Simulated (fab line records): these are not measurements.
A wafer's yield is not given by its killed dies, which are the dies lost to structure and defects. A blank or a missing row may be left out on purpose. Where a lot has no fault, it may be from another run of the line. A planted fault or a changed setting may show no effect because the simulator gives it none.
Which of the tools did it? | flow n5 finfet | Sampling: 21 lots, 63 wafers, 6 of 1938 route steps

WHAT THE GAUGES READ, wafer by wafer
Not one reading of a measure or inspect step in the record can be checked against a usual standard deviation.

EACH LOT AND THE TOOL THAT RAN IT (in order: tool; ch and the chambers of the sampled wafers; start)
lot  | N5_SD_ACTIVATION_LSA_01           | N5_ILD0_CMP_03               | N5_SDB_HM_DEP_00               | N5_SDB_HM_OPEN_20                 | N5_HKMG_FIN_STRIP_89              | N5_HKMG_FIN_STRIP_69
L074 | laser anneal-02 ch 0, day 3 11:42 | cmp-04 ch 1,2,3, day 3 16:10 | pecvd-01 ch 0,1,2, day 3 20:04 | rie diel-03 ch 0,2,3, day 3 20:50 | rie diel-04 ch 0,1,3, day 4 07:35 | plasma asher-01 ch 0, day 4 08:59
L075 | laser anneal-01 ch 0, day 3 15:26 | cmp-04 ch 0,2,3, day 3 18:22 | pecvd-01 ch 0,1,2, day 3 22:26 | rie diel-01 ch 1,2, day 3 23:16   | rie diel-04 ch 0,1,2, day 4 18:32 | plasma asher-01 ch 0,1, day 4 20:07
L076 | laser anneal-02 ch 0, day 3 23:58 | cmp-01 ch 0,3, day 4 02:58   | pecvd-01 ch 1,2, day 4 06:50   | rie diel-03 ch 0,2,3, day 4 07:36 | rie diel-04 ch 0,1,3, day 4 18:41 | plasma asher-02 ch 0, day 4 20:08
L077 | laser anneal-01 ch 0, day 4 04:08 | cmp-01 ch 1,3, day 4 07:07   | pecvd-01 ch 0,1, day 4 10:58   | rie diel-03 ch 0,1, day 4 11:44   | rie diel-01 ch 2,3, day 4 23:29   | plasma asher-01 ch 0,1, day 5 00:51
L078 | laser anneal-02 ch 0, day 4 12:02 | cmp-03 ch 1,2,3, day 4 15:02 | pecvd-04 ch 0,2, day 4 19:41   | rie diel-03 ch 0,2, day 4 20:28   | rie diel-03 ch 0,2,3, day 5 07:08 | plasma asher-01 ch 0,1, day 5 08:31
L080 | laser anneal-02 ch 0, day 5 00:40 | cmp-04 ch 0,2,3, day 5 05:40 | pecvd-01 ch 0,1, day 5 09:34   | rie diel-03 ch 0,1,2, day 5 10:13 | rie diel-03 ch 0,1,2, day 5 20:37 | plasma asher-01 ch 0,1, day 5 22:01
L081 | laser anneal-01 ch 0, day 5 08:25 | cmp-04 ch 0,1,2, day 5 11:25 | pecvd-04 ch 0,1,2, day 5 15:19 | rie diel-04 ch 1,3, day 5 16:05   | rie diel-01 ch 1,2,3, day 6 02:59 | plasma asher-01 ch 0,1, day 6 04:26
L082 | laser anneal-02 ch 0, day 5 18:14 | cmp-03 ch 1,3, day 5 21:18   | pecvd-04 ch 1,2, day 6 01:12   | rie diel-04 ch 0,1,3, day 6 02:15 | rie diel-03 ch 1,2,3, day 6 13:14 | plasma asher-01 ch 0,1, day 6 14:43
L083 | laser anneal-01 ch 0, day 5 20:29 | cmp-01 ch 0,1,3, day 5 23:28 | pecvd-01 ch 1,2, day 6 03:22   | rie diel-04 ch 0,3, day 6 04:01   | rie diel-03 ch 0,2,3, day 6 14:55 | plasma asher-01 ch 1, day 6 16:17
L085 | laser anneal-01 ch 0, day 6 12:05 | cmp-04 ch 0,1,3, day 6 15:01 | pecvd-01 ch 0,1,2, day 6 18:55 | rie diel-03 ch 0,1,2, day 6 19:50 | rie diel-01 ch 0,1,2, day 7 06:39 | plasma asher-01 ch 0,1, day 7 08:23
L086 | laser anneal-02 ch 0, day 6 12:25 | cmp-01 ch 2,3, day 6 15:23   | pecvd-03 ch 0,2, day 6 19:26   | rie diel-04 ch 0,1,3, day 6 20:08 | rie diel-04 ch 0,3, day 7 08:49   | plasma asher-01 ch 0,1, day 7 10:14
L087 | laser anneal-01 ch 0, day 6 18:51 | cmp-04 ch 1,2,3, day 6 21:47 | pecvd-03 ch 0,2, day 7 01:49   | rie diel-04 ch 0,1, day 7 03:15   | rie diel-04 ch 2,3, day 7 13:40   | plasma asher-01 ch 0,1, day 7 15:08
L088 | laser anneal-02 ch 0, day 7 02:01 | cmp-03 ch 0,1,3, day 7 06:04 | pecvd-03 ch 0,1,2, day 7 09:57 | rie diel-01 ch 0,3, day 7 10:43   | rie diel-03 ch 0,1,2, day 7 21:08 | plasma asher-02 ch 0,1, day 7 22:34
L089 | laser anneal-01 ch 0, day 7 07:18 | cmp-03 ch 1,3, day 7 10:17   | pecvd-04 ch 1,2, day 7 14:37   | rie diel-03 ch 0,2, day 7 15:31   | rie diel-04 ch 2, day 8 01:58     | plasma asher-01 ch 0,1, day 8 03:23
L091 | laser anneal-01 ch 0, day 7 16:49 | cmp-03 ch 0,1,3, day 7 19:50 | pecvd-01 ch 0,1, day 7 23:44   | rie diel-03 ch 1,3, day 8 00:30   | rie diel-03 ch 0,1,3, day 8 11:03 | plasma asher-02 ch 0,1, day 8 12:26
L092 | laser anneal-02 ch 0, day 8 00:41 | cmp-03 ch 2,3, day 8 03:40   | pecvd-03 ch 0,2, day 8 08:43   | rie diel-03 ch 1,2, day 8 09:21   | rie diel-01 ch 0,1,2, day 8 19:34 | plasma asher-02 ch 0,1, day 8 20:56
L093 | laser anneal-01 ch 0, day 8 07:06 | cmp-01 ch 0,2, day 8 10:27   | pecvd-03 ch 1,2, day 8 14:50   | rie diel-04 ch 0,1,3, day 8 15:36 | rie diel-03 ch 0,2,3, day 9 02:28 | plasma asher-02 ch 0,1, day 9 04:03
L094 | laser anneal-02 ch 0, day 8 11:23 | cmp-01 ch 0,3, day 8 16:29   | pecvd-01 ch 0,1,2, day 8 20:54 | rie diel-04 ch 0,1, day 8 21:40   | rie diel-01 ch 1,3, day 9 09:05   | plasma asher-02 ch 0,1, day 9 10:34
L095 | laser anneal-01 ch 0, day 8 16:58 | cmp-04 ch 1,2, day 8 20:16   | pecvd-03 ch 1,2, day 9 00:23   | rie diel-03 ch 0,2,3, day 9 01:05 | rie diel-03 ch 0,1,3, day 9 12:08 | plasma asher-02 ch 0,1, day 9 13:41
L096 | laser anneal-02 ch 0, day 9 06:30 | cmp-03 ch 2,3, day 9 09:46   | pecvd-01 ch 0,1, day 9 13:39   | rie diel-04 ch 2,3, day 9 14:19   | rie diel-03 ch 1,2, day 10 00:28  | plasma asher-01 ch 0,1, day 10 01:50
L097 | laser anneal-01 ch 0, day 9 07:08 | cmp-04 ch 1,2,3, day 9 10:07 | pecvd-01 ch 0,1, day 9 13:56   | rie diel-04 ch 0,1,2, day 9 14:37 | rie diel-03 ch 0,1, day 10 01:40  | plasma asher-01 ch 0,1, day 10 03:02
- N5_SD_ACTIVATION_LSA_01: time 0.0008 s.
- N5_ILD0_CMP_03: polishes, stops on SiNx, t overpolish 1.9 s, target thk 197.38 nm.
- N5_SDB_HM_DEP_00: deposits SiNx from SiH4/NH3/N2, target thk 40 nm, time 35.3 s.
- N5_SDB_HM_OPEN_20: chemistry CH3F/O2, target SiNx, stops on poly-Si, target depth 24 nm.
- N5_HKMG_FIN_STRIP_89: strips SOC in N2/H2, time 20 s.
- N5_HKMG_FIN_STRIP_69: strips in N2/H2, time 360 s.

AS READ BY THE TOOLS THEMSELVES (means over the sampled wafers that have a number; for cases with no such wafer, the mark the record gives instead)
N5_SD_ACTIVATION_LSA_01.
lot  | tool            | wafer_temp_C_max
L074 | laser anneal-02 | 1083.2
L075 | laser anneal-01 | 1086.0
L076 | laser anneal-02 | 1082.8
L077 | laser anneal-01 | 1086.1
L078 | laser anneal-02 | 1083.5
L080 | laser anneal-02 | 1082.9
L081 | laser anneal-01 | 1085.9
L082 | laser anneal-02 | 1083.0
L083 | laser anneal-01 | 1087.6
L085 | laser anneal-01 | 1086.0
L086 | laser anneal-02 | 1083.3
L087 | laser anneal-01 | 1086.9
L088 | laser anneal-02 | 1082.7
L089 | laser anneal-01 | 1085.5
L091 | laser anneal-01 | 1087.9
L092 | laser anneal-02 | 1083.6
L093 | laser anneal-01 | 1086.3
L094 | laser anneal-02 | 1083.5
L095 | laser anneal-01 | 1086.4
L096 | laser anneal-02 | 1082.9
L097 | laser anneal-01 | 1086.7

N5_ILD0_CMP_03.
lot  | tool   | motor current A (A) | overpolish run s (s) | pad life wafers | time to endpoint s (s)
L074 | cmp-04 | 13.2                | 1.900                | 1418            | 68
L075 | cmp-04 | 12.8                | 1.898                | 1442            | 70
L076 | cmp-01 | 12.0                | 1.900                | 434             | 74
L077 | cmp-01 | 12.3                | 1.892                | 482             | 71
L078 | cmp-03 | 11.7                | 1.896                | 145             | 67
L080 | cmp-04 | 12.7                | 1.898                | 1742            | 74
L081 | cmp-04 | 12.9                | 1.900                | 1789            | 75
L082 | cmp-03 | 11.6                | 1.902                | 361             | 67
L083 | cmp-01 | 12.4                | 1.898                | 770             | 73
L085 | cmp-04 | 12.4                | 1.898                | 1999            | 74
L086 | cmp-01 | 12.2                | 1.902                | 883             | 71
L087 | cmp-04 | 12.9                | 1.899                | 2048            | 75
L088 | cmp-03 | 11.7                | 1.897                | 607             | 69
L089 | cmp-03 | 11.6                | 1.903                | 668             | 70
L091 | cmp-03 | 11.5                | 1.907                | 739             | 71
L092 | cmp-03 | 11.2                | 1.906                | 788             | 75
L093 | cmp-01 | 12.2                | 1.902                | 1207            | 72
L094 | cmp-01 | 11.6                | 1.904                | 1268            | 76
L095 | cmp-04 | 13.3                | 1.904                | 313             | 64
L096 | cmp-03 | 11.1                | 1.904                | 996             | 68
L097 | cmp-04 | 12.5                | 1.896                | 440             | 65

N5_SDB_HM_DEP_00.
lot  | tool     | heater power outer w (W) | heater power w (W) | rf fwd power W (W) | showerhead plenum p Torr (Torr) | throttle valve pct (%)
L074 | pecvd-01 | 492                      | 783                | 297.8              | 5.25                            | 39.4
L075 | pecvd-01 | 473                      | 772                | 298.0              | 5.25                            | 39.6
L076 | pecvd-01 | 429                      | 725                | 297.5              | 5.31                            | 41.6
L077 | pecvd-01 | 478                      | 761                | 297.8              | 5.23                            | 39.9
L078 | pecvd-04 | 615                      | 900                | 297.4              | 5.22                            | 39.2
L080 | pecvd-01 | 414                      | 696                | 297.7              | 5.28                            | 42.1
L081 | pecvd-04 | 584                      | 886                | 298.1              | 5.16                            | 39.2
L082 | pecvd-04 | 629                      | 943                | 297.6              | 5.16                            | 38.0
L083 | pecvd-01 | 464                      | 747                | 297.0              | 5.28                            | 39.1
L085 | pecvd-01 | 461                      | 747                | 297.8              | 5.25                            | 39.5
L086 | pecvd-03 | 483                      | 812                | 296.8              | 5.17                            | 36.9
L087 | pecvd-03 | 507                      | 836                | 297.4              | 5.15                            | 38.5
L088 | pecvd-03 | 483                      | 804                | 297.0              | 5.14                            | 38.9
L089 | pecvd-04 | 506                      | 798                | 297.0              | 5.09                            | 38.3
L091 | pecvd-01 | 446                      | 738                | 296.5              | 5.29                            | 42.0
L092 | pecvd-03 | 455                      | 760                | 297.8              | 5.18                            | 37.2
L093 | pecvd-03 | 377                      | 631                | 297.2              | 5.13                            | 39.6
L094 | pecvd-01 | 476                      | 766                | 297.8              | 5.26                            | 39.6
L095 | pecvd-03 | 413                      | 701                | 297.6              | 5.17                            | 37.6
L096 | pecvd-01 | 459                      | 738                | 298.5              | 5.23                            | 40.0
L097 | pecvd-01 | 428                      | 710                | 297.1              | 5.29                            | 42.2

N5_SDB_HM_OPEN_20.
lot  | tool        | bias w (W) | chamber pressure mTorr (mTorr) | drypump motor current A (A) | oes_f_703_au (a.u.) | oes product au (a.u.) | rf fwd power W (W) | rf vpp V (V) | showerhead plenum p Torr (Torr) | throttle valve pct (%)
L074 | rie diel-03 | 72.82      | 29.995                         | 5.8                         | 0.76                | 0.62                  | 392.8              | 298          | 1.97                            | 16.18
L075 | rie diel-01 | 72.87      | 30.014                         | 6.3                         | 0.75                | 0.63                  | 390.9              | 298          | 1.93                            | 16.64
L076 | rie diel-03 | 73.03      | 30.006                         | 5.8                         | 0.75                | 0.62                  | 392.3              | 298          | 1.97                            | 16.19
L077 | rie diel-03 | 72.83      | 30.010                         | 5.5                         | 0.70                | 0.58                  | 390.8              | 298          | 1.96                            | 16.35
L078 | rie diel-03 | 73.06      | 30.025                         | 5.4                         | 0.77                | 0.64                  | 392.6              | 300          | 1.93                            | 16.11
L080 | rie diel-03 | 72.97      | 30.004                         | 5.4                         | 0.73                | 0.61                  | 391.1              | 300          | 1.97                            | 16.25
L081 | rie diel-04 | 72.80      | 29.996                         | 5.6                         | 0.69                | 0.59                  | 392.9              | 306          | 1.95                            | 16.29
L082 | rie diel-04 | 73.05      | 29.995                         | 5.9                         | 0.72                | 0.60                  | 391.8              | 302          | 1.99                            | 16.44
L083 | rie diel-04 | 73.18      | 30.026                         | 5.7                         | 0.76                | 0.63                  | 391.9              | 300          | 1.98                            | 16.55
L085 | rie diel-03 | 72.97      | 29.987                         | 5.4                         | 0.72                | 0.61                  | 390.9              | 299          | 1.97                            | 16.26
L086 | rie diel-04 | 73.11      | 29.997                         | 5.9                         | 0.71                | 0.59                  | 392.5              | 303          | 1.99                            | 16.46
L087 | rie diel-04 | 72.80      | 30.012                         | 6.3                         | 0.69                | 0.59                  | 392.3              | 302          | 2.04                            | 16.54
L088 | rie diel-01 | 72.81      | 29.989                         | 6.1                         | 0.86                | 0.71                  | 392.4              | 295          | 2.00                            | 16.13
L089 | rie diel-03 | 73.00      | 29.996                         | 5.5                         | 0.72                | 0.60                  | 393.0              | 299          | 1.91                            | 16.27
L091 | rie diel-03 | 72.94      | 29.990                         | 5.6                         | 0.70                | 0.58                  | 390.8              | 297          | 2.05                            | 16.37
L092 | rie diel-03 | 73.01      | 29.973                         | 5.3                         | 0.75                | 0.61                  | 392.0              | 300          | 1.97                            | 16.16
L093 | rie diel-04 | 73.04      | 29.983                         | 5.9                         | 0.79                | 0.67                  | 392.2              | 303          | 1.98                            | 16.33
L094 | rie diel-04 | 73.04      | 30.004                         | 6.3                         | 0.86                | 0.74                  | 393.2              | 302          | 2.04                            | 16.22
L095 | rie diel-03 | 72.84      | 30.005                         | 5.8                         | 0.72                | 0.60                  | 391.9              | 297          | 1.96                            | 16.25
L096 | rie diel-04 | 73.02      | 29.975                         | 5.5                         | 0.69                | 0.59                  | 392.4              | 306          | 1.90                            | 16.49
L097 | rie diel-04 | 72.70      | 30.006                         | 6.0                         | 0.78                | 0.67                  | 392.2              | 303          | 1.99                            | 16.44

N5_HKMG_FIN_STRIP_89.
lot  | tool        | chamber pressure mTorr (mTorr) | drypump motor current A (A) | oes product au (a.u.) | rf fwd power W (W) | rf vpp V (V) | showerhead plenum p Torr (Torr) | throttle valve pct (%)
L074 | rie diel-04 | 49.99                          | 5.9                         | 0.72                  | 497.6              | 54.4         | 3.35                            | 19.1
L075 | rie diel-04 | 49.99                          | 6.0                         | 0.73                  | 497.9              | 53.7         | 3.35                            | 19.4
L076 | rie diel-04 | 49.95                          | 5.9                         | 0.72                  | 496.9              | 54.0         | 3.35                            | 19.2
L077 | rie diel-01 | 50.02                          | 6.4                         | 0.86                  | 496.2              | 53.6         | 3.25                            | 19.2
L078 | rie diel-03 | 50.01                          | 5.8                         | 0.74                  | 496.3              | 54.4         | 3.32                            | 19.1
L080 | rie diel-03 | 50.03                          | 5.4                         | 0.72                  | 496.8              | 54.0         | 3.31                            | 19.0
L081 | rie diel-01 | 49.97                          | 6.1                         | 0.89                  | 497.7              | 54.4         | 3.27                            | 18.9
L082 | rie diel-03 | 49.98                          | 5.7                         | 0.74                  | 497.1              | 53.8         | 3.40                            | 19.1
L083 | rie diel-03 | 50.00                          | 5.8                         | 0.74                  | 498.1              | 53.1         | 3.32                            | 19.1
L085 | rie diel-01 | 49.96                          | 6.3                         | 0.79                  | 495.8              | 54.3         | 3.33                            | 19.3
L086 | rie diel-04 | 49.98                          | 5.5                         | 0.71                  | 498.5              | 53.5         | 3.24                            | 19.0
L087 | rie diel-04 | 50.01                          | 5.3                         | 0.70                  | 495.8              | 54.1         | 3.18                            | 18.9
L088 | rie diel-03 | 49.97                          | 5.4                         | 0.72                  | 494.9              | 53.5         | 3.30                            | 19.0
L089 | rie diel-04 | 49.96                          | 5.6                         | 0.71                  | 496.4              | 53.4         | 3.21                            | 19.4
L091 | rie diel-03 | 49.96                          | 5.8                         | 0.69                  | 496.5              | 54.1         | 3.38                            | 19.2
L092 | rie diel-01 | 49.98                          | 6.3                         | 0.78                  | 496.6              | 54.1         | 3.32                            | 19.3
L093 | rie diel-03 | 50.05                          | 5.8                         | 0.72                  | 496.8              | 53.5         | 3.31                            | 19.1
L094 | rie diel-01 | 50.00                          | 5.8                         | 0.89                  | 497.3              | 53.7         | 3.28                            | 18.6
L095 | rie diel-03 | 49.96                          | 5.8                         | 0.78                  | 495.0              | 54.0         | 3.38                            | 19.1
L096 | rie diel-03 | 49.97                          | 5.3                         | 0.81                  | 494.9              | 53.6         | 3.30                            | 18.8
L097 | rie diel-03 | 49.97                          | 5.3                         | 0.85                  | 496.7              | 54.7         | 3.36                            | 18.9

N5_HKMG_FIN_STRIP_69.
lot  | tool            | drypump motor current A (A) | heater power w (W)
L074 | plasma asher-01 | 6.02                        | 481
L075 | plasma asher-01 | 5.87                        | 449
L076 | plasma asher-02 | 6.16                        | 430
L077 | plasma asher-01 | 5.84                        | 440
L078 | plasma asher-01 | 5.93                        | 458
L080 | plasma asher-01 | 5.87                        | 442
L081 | plasma asher-01 | 5.96                        | 461
L082 | plasma asher-01 | 5.86                        | 447
L083 | plasma asher-01 | 5.81                        | 423
L085 | plasma asher-01 | 5.86                        | 444
L086 | plasma asher-01 | 5.86                        | 437
L087 | plasma asher-01 | 5.96                        | 467
L088 | plasma asher-02 | 5.97                        | 456
L089 | plasma asher-01 | 5.94                        | 464
L091 | plasma asher-02 | 5.76                        | 499
L092 | plasma asher-02 | 5.96                        | 457
L093 | plasma asher-02 | 5.96                        | 451
L094 | plasma asher-02 | 5.94                        | 461
L095 | plasma asher-02 | 5.77                        | 491
L096 | plasma asher-01 | 5.88                        | 445
L097 | plasma asher-01 | 5.93                        | 465

THE ANSWER, worked out from the rows above alone
Rule: usual is defined by the lots themselves. Put in order of their means at a reading, lots are off if they are a third of the lots or fewer, leave a main group of 4 or more, and stand apart from it by a gap of 3 or more times the standard deviation of the main group's means; of several such gaps the widest counts. A main group whose means are all the same, to the digits that the tables above print for the reading, isn't used. Also off: a lot with no number at a reading for which 4 or more lots have one. Any other lot the step has rows for is counted as sound. The gauges are gone through in route order, then the tools' own readings, and for those a lot's mean is taken as printed above. At the first step where some lot is off, the reading lying furthest off is the one used; lots without a number count as furthest.
None of the lots is off at any reading shown; this tells nothing.

WHAT WAS PUT IN BY THE SIMULATOR
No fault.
